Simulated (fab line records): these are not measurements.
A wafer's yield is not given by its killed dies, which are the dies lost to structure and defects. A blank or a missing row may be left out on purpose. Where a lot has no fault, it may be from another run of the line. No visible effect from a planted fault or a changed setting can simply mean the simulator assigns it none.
Chamber matching + flow nandHarc + NHARC_A_CONTACT_ALD_18 on aldMetal-04 has 4 sister chambers
The step deposits TiN, target thk 3 nm, pulse time 1 s, ald cycles 150. 4 wafers are shown with their chamber, then 10 later ones without.

## WAFERS PAIRED WITH THEIR CHAMBERS
| wafer  | chamber | heaterPowerW (W) |
|--------|---------|------------------|
| L086.6 | 1       | 1224             |
| L090.6 | 0       | 1263             |
| L092.3 | 2       | 1106             |
| L092.4 | 3       | 1089             |

## WAFERS WITHOUT THEIR CHAMBER
| wafer  | heaterPowerW (W) |
|--------|------------------|
| L092.5 | 1295             |
| L092.1 | 1218             |
| L092.2 | 1294             |
| L092.6 | 1131             |
| L094.3 | 1275             |
| L094.4 | 1225             |
| L094.6 | 1296             |
| L095.1 | 1095             |
| L095.4 | 1330             |
| L095.6 | 1096             |

## CHAMBER TAKEN BY EACH
| wafer  | from the rows above     | in truth |
|--------|-------------------------|----------|
| L092.5 | can't be placed: 0 or 1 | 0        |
| L092.1 | can't be placed: 1 or 0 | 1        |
| L092.2 | can't be placed: 0 or 1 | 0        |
| L092.6 | can't be placed: 2 or 3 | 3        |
| L094.3 | can't be placed: 0 or 1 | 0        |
| L094.4 | can't be placed: 1 or 0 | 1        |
| L094.6 | can't be placed: 0 or 1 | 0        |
| L095.1 | can't be placed: 3 or 2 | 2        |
| L095.4 | can't be placed: 0 or 1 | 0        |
| L095.6 | can't be placed: 3 or 2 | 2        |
Placed correctly: 0 of 10. Unplaceable from these rows: 10, with the true chamber sitting among the candidates in 10. Wrongly placed: 0.
How it was worked out, from the rows above alone: a wafer's distance from a chamber is the root of the sum, over the readings, of the square of ((its reading less the chamber's mean) divided by the reading's scatter). The wafer belongs to the nearest chamber; if the next one is less than 2 further off, it can't be placed. The mean given for a chamber averages the wafers shown for that chamber. The scatter (one wafer shown for each chamber): square how far every hidden wafer sits from the nearest shown wafer, average those squares and take the square root.
